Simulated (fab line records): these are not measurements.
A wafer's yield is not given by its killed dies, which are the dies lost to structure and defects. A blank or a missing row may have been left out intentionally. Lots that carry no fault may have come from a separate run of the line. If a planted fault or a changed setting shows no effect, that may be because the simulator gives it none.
fab line records	flow nand-harc
[record] lots = 24	wafers = 72	last-day = 24
route steps=1159 shown A_START@389 A_ZERO_WELL@405 A_ONON_D1@427 A_CHANNEL_HOLE_D1@464
lots that met no fault: taken from a fault-free run of the same line
start-h: start of the lot's first displayed wafer, in hours after the record's first day	wait-h: hours from the lot's prior step to this one	" as in the row above	L1.1+2: one row covering several wafers at once	- value missing, or start not given	* or withheld: withheld	< > ~ a bound
route shown NAME@n: NAME is a module with steps in the file, n the number in the route of the first one	usual: average and standard deviation across the fault-free wafers	same: alike in all rows	chamber/n: place in a boat	sites: per-site readings	_std_site: how widely they spread, as a standard deviation	_edge_site: mean of outer sites minus mean of inner sites	radius-mm: how far each site lies from the wafer's centre	mask NAME#n: copy n	behind: the most recent tool/chamber to have shaped the wafer	hold: reason for holding the lot/hours on hold/outcome of the hold	device: names the non-switching transistor (n, p or np)	end of line: the same wafers' tests at the end of the route	for a step that has no rows: nothing shown but its recipe	killed: count of dies lost to structure and defects at first sort (not the wafer's yield)	map: the dies of a wafer, with x for killed, . for not killed, _ for no die there
set.NAME: the setting as run; set.NAME@STEP: as run at that earlier step	model.NAME: the simulator's own value behind a step, which no gauge read
route steps across a sampled set of lots; one table per step, one row per wafer
services: from which hour (start-h, from the record's first day; less than 0 if before it) a tool's chamber was out of use, for how many hours, and why
[[steps]]
[step NHARC_A_START_INSPECT_01]
[usual] raw-defect-count = 3.5/1.8
lot.wafer	tool	chamber	start-h	wait-h	raw-defect-count
L074.1	defect-inspect-01	-	131.83	-	5
L074.4	"	-	"	"	2
L074.5	"	-	"	"	0
L075.2	defect-inspect-01	-	140.11	-	2
L075.3	"	-	"	"	3
L075.4	"	-	"	"	2
L076.1	defect-inspect-02	-	144.24	-	2
L076.2	"	-	"	"	3
L076.6	"	-	"	"	4
L077.1	defect-inspect-01	-	148.42	-	2
L077.4	"	-	"	"	3
L077.5	"	-	"	"	7
L078.3	defect-inspect-01	-	158.33	-	5
L078.5	"	-	"	"	5
L078.6	"	-	"	"	2
L079.1	defect-inspect-02	-	166.30	-	5
L079.2	"	-	"	"	4
L079.5	"	-	"	"	8
L080.2	defect-inspect-02	-	169.32	-	5
L080.3	"	-	"	"	1
L080.4	"	-	"	"	6
L081.2	defect-inspect-01	-	179.03	-	2
L081.4	"	-	"	"	6
L081.5	"	-	"	"	3
L082.2	defect-inspect-01	-	179.59	-	4
L082.5	"	-	"	"	7
L082.6	"	-	"	"	7
L083.2	defect-inspect-02	-	190.53	-	0
L083.3	"	-	"	"	5
L083.4	"	-	"	"	5
L084.1	defect-inspect-01	-	191.52	-	6
L084.2	"	-	"	"	5
L084.4	"	-	"	"	4
L085.1	defect-inspect-02	-	204.43	-	4
L085.2	"	-	"	"	5
L085.3	"	-	"	"	4
L087.1	defect-inspect-01	-	205.71	-	1
L087.4	"	-	"	"	3
L087.6	"	-	"	"	4
L086.1	defect-inspect-01	-	206.92	-	1
L086.3	"	-	"	"	3
L086.6	"	-	"	"	3
L088.1	defect-inspect-02	-	214.90	-	4
L088.2	"	-	"	"	2
L088.4	"	-	"	"	2
L089.2	defect-inspect-02	-	229.18	-	0
L089.3	"	-	"	"	2
L089.5	"	-	"	"	5
L090.1	defect-inspect-02	-	231.48	-	4
L090.3	"	-	"	"	3
L090.4	"	-	"	"	3
L091.2	defect-inspect-02	-	232.30	-	2
L091.4	"	-	"	"	3
L091.5	"	-	"	"	3
L092.3	defect-inspect-01	-	241.74	-	3
L092.5	"	-	"	"	3
L092.6	"	-	"	"	1
L093.2	defect-inspect-01	-	251.16	-	3
L093.3	"	-	"	"	2
L093.4	"	-	"	"	2
L094.1	defect-inspect-01	-	251.63	-	2
L094.3	"	-	"	"	2
L094.5	"	-	"	"	6
L096.3	defect-inspect-01	-	259.67	-	1
L096.4	"	-	"	"	4
L096.6	"	-	"	"	2
L095.2	defect-inspect-02	-	259.95	-	6
L095.3	"	-	"	"	6
L095.5	"	-	"	"	3
L097.2	defect-inspect-02	-	263.29	-	4
L097.4	"	-	"	"	5
L097.5	"	-	"	"	0
[step NHARC_A_ZERO_WELL_ETCH_13]
[recipe] target-depth-a = 1200	time-s = 40.1	hbr-flow-sccm = 150	cl2-flow-sccm = 50	rf-w = 400	icp-w = 400	bias-w = 100	chemistry = HBr/Cl2
[usual] drypump-motor-current-A = 5.6/0.42	oes-product-au = 0.998/0.014	throttle-valve-pct = 26.406/0.011
lot.wafer	tool	chamber	start-h	wait-h	drypump-motor-current-A	oes-product-au	rf-hours-counter-h	throttle-valve-pct
L074.1	rie-si-06	1	132.94	-	6.4	0.978	0.9	26.400
L074.4	"	2	"	"	5.9	1.001	0.8	26.401
L074.5	"	0	"	"	5.7	0.976	-	26.412
L075.2	rie-si-01	0	141.19	-	5.0	1.001	0.0	26.418
L075.4	"	1	"	"	5.5	0.988	0.0	26.405
L075.3	"	2	"	"	5.2	1.019	0.0	26.392
L076.2	rie-si-06	2	145.32	-	5.9	1.016	0.9	26.381
L076.1	"	3	"	"	5.5	0.988	1.1	26.408
L076.6	"	2	"	"	5.9	1.015	-	26.411
L077.4	rie-si-05	1	149.63	-	5.1	1.002	0.5	26.391
L077.1	"	2	"	"	5.2	0.965	0.5	26.386
L077.5	"	1	"	"	5.1	1.006	-	26.413
L078.3	rie-si-06	1	159.53	-	6.5	0.987	1.1	26.406
L078.5	"	1	"	"	6.4	0.987	-	26.401
L078.6	"	2	"	"	5.9	1.009	-	26.409
L079.1	rie-si-05	0	167.50	-	5.7	1.000	0.7	26.426
L079.2	"	1	"	"	5.1	1.003	0.7	26.403
L079.5	"	0	"	"	5.7	1.009	-	26.414
L080.4	rie-si-06	0	170.53	-	5.7	0.987	1.3	26.387
L080.3	"	1	"	"	6.4	0.994	1.1	26.425
L080.2	"	2	"	"	5.9	1.002	1.1	26.401
L081.4	rie-si-01	0	180.25	-	5.1	0.987	0.3	26.415
L081.2	"	1	"	"	5.5	0.989	0.3	26.394
L081.5	"	2	"	"	5.2	1.012	-	26.392
L082.2	rie-si-05	0	180.83	-	5.7	0.996	0.8	26.417
L082.5	"	2	"	"	5.2	0.973	-	26.395
L082.6	"	3	"	"	6.0	0.991	-	26.409
L083.3	rie-si-01	2	191.75	-	5.2	1.034	0.4	26.405
L083.2	"	3	"	"	5.1	1.001	0.3	26.401
L083.4	"	0	"	"	5.1	0.996	0.4	26.398
L084.4	rie-si-05	0	192.62	-	5.7	0.998	1.0	26.391
L084.1	"	1	"	"	5.1	0.998	1.0	26.410
L084.2	"	2	"	"	5.2	0.970	0.8	26.404
L085.3	rie-si-05	2	205.51	-	5.3	0.975	0.9	26.418
L085.1	"	3	"	"	5.9	0.997	0.9	26.402
L085.2	"	1	"	"	5.1	1.009	1.0	26.408
L087.4	rie-si-01	3	206.79	-	5.2	1.010	0.4	26.399
L087.1	"	1	"	"	5.5	0.984	0.6	26.428
L087.6	"	2	"	"	5.3	1.025	-	26.406
L086.1	rie-si-06	1	208.13	-	6.4	1.001	0.1	26.420
L086.3	"	3	"	"	5.6	0.986	0.1	26.412
L086.6	"	1	"	"	6.4	1.000	-	26.416
L088.4	rie-si-05	0	216.11	-	5.7	1.002	1.1	26.391
L088.1	"	2	"	"	5.2	0.975	1.0	26.404
L088.2	"	3	"	"	5.9	1.003	1.0	26.392
L089.2	rie-si-06	3	230.39	-	5.6	0.990	0.3	26.422
L089.3	"	1	"	"	6.4	0.991	0.3	26.408
L089.5	"	2	"	"	5.9	1.004	-	26.395
L090.3	rie-si-05	0	232.68	-	5.7	1.017	1.3	26.395
L090.4	"	1	"	"	5.1	1.017	1.2	26.406
L090.1	"	3	"	"	6.0	1.010	1.1	26.413
L091.4	rie-si-01	0	233.40	-	5.1	0.989	0.7	26.398
L091.2	"	1	"	"	5.5	0.993	0.7	26.418
L091.5	"	3	"	"	5.1	1.007	-	26.399
L092.3	rie-si-06	1	242.94	-	6.4	0.993	0.3	26.397
L092.5	"	1	"	"	6.4	1.004	-	26.378
L092.6	"	2	"	"	5.9	0.991	-	26.418
L093.4	rie-si-06	1	252.25	-	6.5	1.000	0.4	26.414
L093.3	"	2	"	"	5.9	0.995	0.4	26.410
L093.2	"	3	"	"	5.6	0.983	0.4	26.404
L094.3	rie-si-01	3	252.71	-	5.1	0.995	0.9	26.406
L094.1	"	0	"	"	5.0	0.988	0.9	26.423
L094.5	"	2	"	"	5.2	1.016	-	26.415
L096.3	rie-si-05	1	260.89	-	5.1	0.985	0.1	26.410
L096.4	"	2	"	"	5.2	0.990	0.1	26.417
L096.6	"	1	"	"	5.1	0.975	-	26.398
L095.2	rie-si-06	1	261.17	-	6.4	1.006	0.5	26.409
L095.3	"	2	"	"	5.9	0.994	0.5	26.406
L095.5	"	1	"	"	6.4	1.005	-	26.404
L097.4	rie-si-01	1	264.53	-	5.5	0.989	0.9	26.375
L097.2	"	2	"	"	5.2	1.028	1.0	26.396
L097.5	"	0	"	"	5.0	1.000	-	26.413
[step NHARC_A_ONON_D1_THK_MEAS_05]
[recipe] thk-meas-gauge = ellipsometry
[usual] thk-nm = 1003/11
lot.wafer	tool	chamber	start-h	wait-h	thk-nm
L074.1	film-metro-02	-	158.33	-	995
L074.4	"	-	"	"	994
L074.5	"	-	"	"	996
L075.2	film-metro-01	-	164.35	-	1013
L075.3	"	-	"	"	1014
L075.4	"	-	"	"	1012
L076.1	film-metro-02	-	168.28	-	999
L076.2	"	-	"	"	999
L076.6	"	-	"	"	999
L077.1	film-metro-01	-	172.41	-	998
L077.4	"	-	"	"	998
L077.5	"	-	"	"	999
L078.3	film-metro-02	-	182.88	-	1019
L078.5	"	-	"	"	1018
L078.6	"	-	"	"	1018
L080.2	film-metro-02	-	194.62	-	996
L080.3	"	-	"	"	994
L080.4	"	-	"	"	994
L079.1	film-metro-01	-	194.62	-	1017
L079.2	"	-	"	"	1017
L079.5	"	-	"	"	1015
L082.2	film-metro-02	-	202.96	-	1010
L082.5	"	-	"	"	1010
L082.6	"	-	"	"	1010
L081.2	film-metro-01	-	203.00	-	998
L081.4	"	-	"	"	997
L081.5	"	-	"	"	998
L083.2	film-metro-01	-	214.61	-	1007
L083.3	"	-	"	"	1005
L083.4	"	-	"	"	1005
L084.1	film-metro-02	-	214.61	-	1007
L084.2	"	-	"	"	1008
L084.4	"	-	"	"	1008
L087.1	film-metro-02	-	231.33	-	1001
L087.4	"	-	"	"	1002
L087.6	"	-	"	"	1003
L085.1	film-metro-02	-	231.37	-	975
L085.2	"	-	"	"	975
L085.3	"	-	"	"	976
L086.1	film-metro-01	-	231.40	-	998
L086.3	"	-	"	"	999
L086.6	"	-	"	"	998
L088.1	film-metro-01	-	243.68	-	1000
L088.2	"	-	"	"	1003
L088.4	"	-	"	"	1002
L090.1	film-metro-01	-	253.25	-	1019
L090.3	"	-	"	"	1019
L090.4	"	-	"	"	1019
L089.2	film-metro-02	-	253.26	-	1007
L089.3	"	-	"	"	1007
L089.5	"	-	"	"	1009
L091.2	film-metro-01	-	253.40	-	1011
L091.4	"	-	"	"	1011
L091.5	"	-	"	"	1011
L092.3	film-metro-02	-	265.74	-	978
L092.5	"	-	"	"	978
L092.6	"	-	"	"	977
L093.2	film-metro-02	-	274.92	-	995
L093.3	"	-	"	"	995
L093.4	"	-	"	"	995
L094.1	film-metro-01	-	274.93	-	1007
L094.3	"	-	"	"	1009
L094.5	"	-	"	"	1007
L096.3	film-metro-02	-	283.38	-	995
L096.4	"	-	"	"	998
L096.6	"	-	"	"	996
L095.2	film-metro-01	-	283.38	-	1001
L095.3	"	-	"	"	999
L095.5	"	-	"	"	1001
L097.2	film-metro-02	-	287.53	-	1014
L097.4	"	-	"	"	1015
L097.5	"	-	"	"	1014
[step NHARC_A_CHANNEL_HOLE_D1_INSPECT_12]
[usual] raw-defect-count = 5.5/2.9
lot.wafer	tool	chamber	start-h	wait-h	raw-defect-count
L074.1	defect-inspect-02	-	173.93	0.0	4
L074.4	"	-	"	"	11
L074.5	"	-	"	"	6
L075.2	defect-inspect-01	-	181.87	0.0	5
L075.3	"	-	"	"	6
L075.4	"	-	"	"	4
L076.1	defect-inspect-01	-	185.60	0.0	9
L076.2	"	-	"	"	8
L076.6	"	-	"	"	2
L077.1	defect-inspect-02	-	188.89	0.0	7
L077.4	"	-	"	"	6
L077.5	"	-	"	"	9
L078.3	defect-inspect-02	-	199.18	0.0	2
L078.5	"	-	"	"	8
L078.6	"	-	"	"	3
L080.2	defect-inspect-02	-	209.49	0.0	6
L080.3	"	-	"	"	3
L080.4	"	-	"	"	2
L079.1	defect-inspect-01	-	209.67	0.0	5
L079.2	"	-	"	"	6
L079.5	"	-	"	"	4
L082.2	defect-inspect-01	-	218.55	0.0	15
L082.5	"	-	"	"	4
L082.6	"	-	"	"	3
L081.2	defect-inspect-02	-	218.85	0.0	4
L081.4	"	-	"	"	9
L081.5	"	-	"	"	10
L084.1	defect-inspect-01	-	229.17	0.0	7
L084.2	"	-	"	"	11
L084.4	"	-	"	"	9
L083.2	defect-inspect-01	-	229.35	0.0	9
L083.3	"	-	"	"	5
L083.4	"	-	"	"	6
L087.1	defect-inspect-02	-	248.34	0.0	7
L087.4	"	-	"	"	7
L087.6	"	-	"	"	10
L085.1	defect-inspect-01	-	248.65	0.0	7
L085.2	"	-	"	"	5
L085.3	"	-	"	"	8
L086.1	defect-inspect-02	-	248.89	0.0	12
L086.3	"	-	"	"	7
L086.6	"	-	"	"	12
L088.1	defect-inspect-01	-	260.30	0.0	4
L088.2	"	-	"	"	7
L088.4	"	-	"	"	3
L090.1	defect-inspect-01	-	268.07	0.0	6
L090.3	"	-	"	"	3
L090.4	"	-	"	"	4
L089.2	defect-inspect-01	-	268.22	0.0	2
L089.3	"	-	"	"	2
L089.5	"	-	"	"	6
L091.2	defect-inspect-01	-	268.67	0.0	2
L091.4	"	-	"	"	9
L091.5	"	-	"	"	2
L092.3	defect-inspect-01	-	280.24	0.0	3
L092.5	"	-	"	"	7
L092.6	"	-	"	"	3
L093.2	defect-inspect-01	-	290.31	0.0	4
L093.3	"	-	"	"	11
L093.4	"	-	"	"	7
L094.1	defect-inspect-02	-	290.52	0.0	3
L094.3	"	-	"	"	1
L094.5	"	-	"	"	4
L096.3	defect-inspect-01	-	303.63	0.0	7
L096.4	"	-	"	"	2
L096.6	"	-	"	"	5
L097.2	defect-inspect-01	-	303.85	0.0	4
L097.4	"	-	"	"	3
L097.5	"	-	"	"	2
L095.2	defect-inspect-01	-	305.57	0.0	2
L095.3	"	-	"	"	7
L095.5	"	-	"	"	2
[step NHARC_A_CHANNEL_HOLE_D1_ETCH_39]
[recipe] target-depth-a = 2600	over-etch-frac = 0.3	time-s = 325	ion-energy-ev = 200	n2-flow-sccm = 150	h2-flow-sccm = 150	ar-flow-sccm = 0	rf-w = 400	bias-w = 150	chemistry = N2/H2
[usual] drypump-motor-current-A = 5.6/0.32	oes-product-au = 1.000/0.013	rf-vpp-V = 432.0/2.3	showerhead-plenum-p-Torr = 2.10/0.074	throttle-valve-pct = 14.171/0.0091
lot.wafer	tool	chamber	start-h	wait-h	drypump-motor-current-A	oes-product-au	rf-hours-counter-h	rf-vpp-V	showerhead-plenum-p-Torr	throttle-valve-pct
L074.4	rie-diel-10	3	-	-	5.4	1.001	9	430.2	1.98	14.170
L074.1	"	0	"	"	5.6	1.011	8	430.1	2.04	14.170
L074.5	"	0	"	"	5.6	1.010	-	430.9	2.04	14.180
L075.3	rie-diel-05	3	-	-	6.2	1.026	1	432.8	2.16	14.179
L075.4	"	0	"	"	5.6	0.997	1	434.4	2.21	14.162
L075.2	"	1	"	"	5.3	1.011	1	429.3	2.04	14.167
L076.1	rie-diel-10	2	-	-	4.9	0.992	0	435.4	2.21	14.165
L076.2	"	3	"	"	5.3	1.008	0	428.9	1.98	14.166
L076.6	"	1	"	"	5.4	0.979	-	429.8	2.01	14.180
L077.1	rie-diel-09	1	-	-	5.5	0.991	7	431.5	2.04	14.162
L077.4	"	0	"	"	5.6	1.006	7	432.3	2.13	14.170
L077.5	"	1	"	"	5.6	0.996	-	431.3	2.04	14.173
L078.3	rie-diel-05	2	-	-	5.5	0.989	2	433.2	2.13	14.171
L078.6	"	3	"	"	6.2	1.025	-	434.7	2.16	14.169
L078.5	"	0	"	"	5.7	1.004	-	434.7	2.21	14.175
L080.3	rie-diel-09	0	-	-	5.5	0.999	8	432.7	2.13	14.165
L080.2	"	1	"	"	5.6	0.981	9	431.4	2.04	14.142
L080.4	"	2	"	"	6.1	0.999	8	432.6	2.07	14.175
L079.1	rie-diel-05	2	-	-	5.5	0.985	3	432.3	2.13	14.165
L079.2	"	0	"	"	5.7	0.995	2	435.2	2.21	14.165
L079.5	"	2	"	"	5.5	0.983	-	433.0	2.13	14.192
L082.2	rie-diel-05	1	-	-	5.3	1.008	3	430.0	2.04	14.163
L082.5	"	2	"	"	5.5	0.997	-	434.7	2.13	14.183
L082.6	"	3	"	"	6.2	1.018	-	433.6	2.16	14.174
L081.4	rie-diel-09	0	-	-	5.6	1.000	9	432.9	2.13	14.167
L081.2	"	2	"	"	6.1	0.985	9	431.6	2.07	14.182
L081.5	"	0	"	"	5.6	1.003	-	433.2	2.13	14.169
L084.2	rie-diel-10	3	-	-	5.3	0.998	3	426.8	1.98	14.178
L084.4	"	1	"	"	5.4	1.000	4	428.9	2.01	14.152
L084.1	"	2	"	"	4.9	0.974	3	435.4	2.21	14.170
L083.4	rie-diel-05	2	-	-	5.5	0.984	5	433.6	2.13	14.185
L083.3	"	3	"	"	6.2	1.020	5	432.9	2.16	14.167
L083.2	"	0	"	"	5.6	0.991	4	433.8	2.21	14.168
L087.4	rie-diel-10	2	-	-	5.0	0.986	4	436.9	2.20	14.172
L087.1	"	0	"	"	5.6	0.999	6	430.7	2.03	14.174
L087.6	"	2	"	"	5.0	0.994	-	434.5	2.21	14.159
L085.2	rie-diel-05	1	-	-	5.3	1.014	6	430.5	2.04	14.170
L085.1	"	3	"	"	6.2	1.022	6	433.8	2.16	14.170
L085.3	"	0	"	"	5.7	1.005	6	435.2	2.21	14.168
L086.3	rie-diel-09	2	-	-	6.0	1.014	11	430.6	2.06	14.177
L086.1	"	0	"	"	5.6	1.009	10	431.4	2.13	14.185
L086.6	"	2	"	"	6.0	1.016	-	432.9	2.07	14.184
L088.2	rie-diel-10	0	-	-	5.6	0.998	7	429.5	2.03	14.169
L088.4	"	1	"	"	5.4	0.991	7	429.7	2.01	14.168
L088.1	"	2	"	"	5.0	0.993	6	434.5	2.20	14.182
L090.3	rie-diel-05	2	-	-	5.5	0.994	8	433.3	2.13	14.174
L090.1	"	3	"	"	6.2	1.007	8	434.8	2.16	14.157
L090.4	"	1	"	"	5.3	1.011	8	429.7	2.04	14.154
L089.3	rie-diel-09	3	-	-	5.5	1.000	0	434.0	2.16	14.175
L089.2	"	2	"	"	6.1	0.997	0	432.5	2.06	14.156
L089.5	"	0	"	"	5.5	1.017	-	432.9	2.13	14.179
L091.4	rie-diel-10	3	-	-	5.3	1.010	6	427.2	1.98	14.179
L091.2	"	1	"	"	5.4	0.996	8	430.4	2.01	14.169
L091.5	"	0	"	"	5.5	0.994	-	430.1	2.03	14.189
L092.3	rie-diel-10	0	-	-	5.6	0.995	9	430.2	2.03	14.165
L092.5	"	1	"	"	5.4	1.001	-	429.8	2.00	14.168
L092.6	"	2	"	"	5.0	0.992	-	433.6	2.20	14.176
L093.3	rie-diel-10	2	-	-	4.9	0.984	9	434.6	2.20	14.172
L093.2	"	3	"	"	5.3	0.999	7	428.7	1.98	14.183
L093.4	"	1	"	"	5.4	1.010	11	427.5	2.00	14.173
L094.1	rie-diel-09	1	-	-	5.5	0.990	1	430.4	2.04	14.174
L094.3	"	2	"	"	6.1	0.997	2	430.0	2.06	14.179
L094.5	"	3	"	"	5.5	0.997	-	434.2	2.16	14.173
L096.4	rie-diel-05	2	-	-	5.5	0.984	10	433.7	2.13	14.187
L096.3	"	0	"	"	5.7	0.993	9	436.2	2.20	14.175
L096.6	"	2	"	"	5.5	0.979	-	433.2	2.13	14.178
L097.4	rie-diel-09	1	-	-	5.6	0.992	2	429.5	2.04	14.168
L097.2	"	0	"	"	5.6	1.009	2	432.3	2.13	14.164
L097.5	"	1	"	"	5.6	0.980	-	431.3	2.04	14.183
L095.2	rie-diel-05	0	-	-	5.6	0.993	10	435.6	2.20	14.176
L095.3	"	1	"	"	5.3	1.026	10	431.0	2.04	14.177
L095.5	"	0	"	"	5.7	1.004	-	433.9	2.20	14.182
[step NHARC_A_CHANNEL_HOLE_D1_ETCH_22]
[recipe] bias-v = 3000	source-w = withheld	pressure-mtorr = 20	time-s = 666.7	ar-flow-sccm = 375	c4f8-flow-sccm = 89.3	o2-flow-sccm = 35.7	temp-c = -20	target-depth-a = 16000	chemistry = C4F8/O2/Ar
[usual] drypump-motor-current-A = 5.80/0.28	showerhead-plenum-p-Torr = 3.66/0.068	throttle-valve-pct = 32.154/0.0085
lot.wafer	tool	chamber	start-h	wait-h	drypump-motor-current-A	rf-hours-counter-h	showerhead-plenum-p-Torr	throttle-valve-pct
L074.1	har-etch-01	0	176.13	0.4	5.51	195	3.56	32.166
L074.4	"	0	"	"	5.52	-	3.56	32.151
L074.5	"	0	"	"	5.52	-	3.56	32.146
L075.2	har-etch-01	0	184.00	0.4	5.51	200	3.56	32.149
L075.3	"	0	"	"	5.49	-	3.56	32.152
L075.4	"	1	"	"	6.13	-	3.74	32.160
L076.1	har-etch-02	1	187.71	0.4	6.00	100	3.72	32.165
L076.2	"	0	"	"	5.56	100	3.66	32.164
L076.6	"	0	"	"	5.55	-	3.66	32.147
L077.1	har-etch-01	1	191.10	0.4	6.12	204	3.74	32.157
L077.4	"	0	"	"	5.52	-	3.56	32.156
L077.5	"	1	"	"	6.10	-	3.74	32.159
L078.3	har-etch-02	0	201.49	0.4	5.53	-	3.66	32.141
L078.5	"	0	"	"	5.52	-	3.66	32.147
L078.6	"	1	"	"	6.04	-	3.71	32.150
L080.2	har-etch-01	1	211.69	0.4	6.15	211	3.74	32.137
L080.4	"	0	"	"	5.50	-	3.55	32.149
L080.3	"	1	"	"	6.16	-	3.74	32.145
L079.2	har-etch-02	1	211.78	0.4	6.02	111	3.71	32.157
L079.1	"	0	"	"	5.53	111	3.66	32.156
L079.5	"	1	"	"	6.02	-	3.71	32.154
L082.2	har-etch-02	1	220.66	0.4	6.02	116	3.71	32.158
L082.5	"	1	"	"	5.99	-	3.71	32.154
L082.6	"	0	"	"	5.55	-	3.65	32.148
L081.2	har-etch-01	0	221.04	0.4	5.50	218	3.55	32.148
L081.4	"	1	"	"	6.13	-	3.73	32.160
L081.5	"	1	"	"	6.16	-	3.73	32.152
L084.1	har-etch-02	1	231.28	0.4	5.99	121	3.71	32.131
L084.2	"	0	"	"	5.58	121	3.65	32.146
L084.4	"	0	"	"	5.54	-	3.65	32.161
L083.2	har-etch-01	1	231.47	0.4	6.13	223	3.73	32.152
L083.4	"	1	"	"	6.16	-	3.73	32.154
L083.3	"	0	"	"	5.53	-	3.55	32.148
L087.1	har-etch-02	0	250.54	0.4	5.56	127	3.65	32.150
L087.4	"	0	"	"	5.58	-	3.65	32.153
L087.6	"	0	"	"	5.56	-	3.65	32.149
L085.2	har-etch-01	0	250.77	0.4	5.50	229	3.54	32.152
L085.1	"	1	"	"	6.13	229	3.73	32.175
L085.3	"	0	"	"	5.51	-	3.54	32.180
L086.1	har-etch-02	0	254.62	0.4	5.53	131	3.64	32.153
L086.3	"	1	"	"	6.03	-	3.70	32.144
L086.6	"	0	"	"	5.56	-	3.65	32.156
L088.1	har-etch-01	1	262.41	0.4	6.14	234	3.72	32.142
L088.2	"	0	"	"	5.50	234	3.54	32.153
L088.4	"	1	"	"	6.12	-	3.72	32.145
L090.1	har-etch-01	0	270.17	0.4	5.50	238	3.54	32.151
L090.4	"	0	"	"	5.51	-	3.54	32.140
L090.3	"	1	"	"	6.13	-	3.72	32.144
L089.2	har-etch-02	0	270.42	0.4	5.56	139	3.64	32.147
L089.3	"	0	"	"	5.55	-	3.64	32.158
L089.5	"	1	"	"	6.02	-	3.70	32.148
L091.2	har-etch-01	1	274.36	0.4	6.14	242	3.72	32.161
L091.4	"	1	"	"	6.15	-	3.72	32.148
L091.5	"	0	"	"	5.50	-	3.54	32.158
L092.3	har-etch-02	0	282.74	0.4	5.54	-	3.64	32.151
L092.5	"	0	"	"	5.53	-	3.64	32.144
L092.6	"	1	"	"	6.00	-	3.69	32.144
L093.2	har-etch-01	0	292.53	0.4	5.51	249	3.53	32.152
L093.3	"	1	"	"	6.15	-	3.71	32.157
L093.4	"	0	"	"	5.52	-	3.53	32.143
L094.1	har-etch-02	1	292.72	0.4	6.00	150	3.69	32.147
L094.3	"	0	"	"	5.58	-	3.63	32.151
L094.5	"	0	"	"	5.53	-	3.63	32.151
L096.4	har-etch-02	1	305.93	0.4	5.97	-	3.69	32.167
L096.3	"	0	"	"	5.56	-	3.63	32.157
L096.6	"	1	"	"	5.99	-	3.69	32.152
L097.2	har-etch-02	1	309.99	0.4	6.03	159	3.69	32.156
L097.4	"	0	"	"	5.55	-	3.63	32.164
L097.5	"	0	"	"	5.58	-	3.63	32.136
L095.2	har-etch-02	0	314.07	0.4	5.52	163	3.63	32.158
L095.3	"	0	"	"	5.51	-	3.63	32.147
L095.5	"	0	"	"	5.53	-	3.63	32.165
[[services]]
tool	chamber	start-h	hours	kind
rie-diel-05	0	118.18	-	clean
rie-diel-05	1	118.18	-	clean
rie-si-01	-	127.00	9.0	pm
rie-diel-10	-	127.63	2.0	repair
rie-si-01	0	158.09	4.8	repair
rie-diel-09	-	163.03	0.7	repair
rie-diel-05	-	163.60	9.0	pm
rie-si-01	3	169.76	7.9	repair
rie-diel-10	-	176.57	9.0	pm
rie-diel-09	2	179.54	1.7	repair
rie-si-01	3	182.34	1.9	repair
rie-si-06	-	183.00	9.0	pm
rie-diel-10	2	232.20	1.2	repair
rie-diel-10	2	234.85	4.8	repair
rie-si-06	0	236.33	4.6	repair
rie-si-05	-	239.00	9.0	pm
rie-diel-09	3	253.21	4.4	repair
rie-diel-09	1	259.88	3.9	repair
rie-diel-10	3	276.62	10.2	repair
rie-si-06	-	278.94	0.3	repair
rie-si-01	-	304.00	9.0	pm
har-etch-01	-	305.00	17.0	pm
har-etch-01	0	305.00	17.0	vent-cycle
har-etch-01	1	305.00	17.0	vent-cycle
[[key]]
fault none
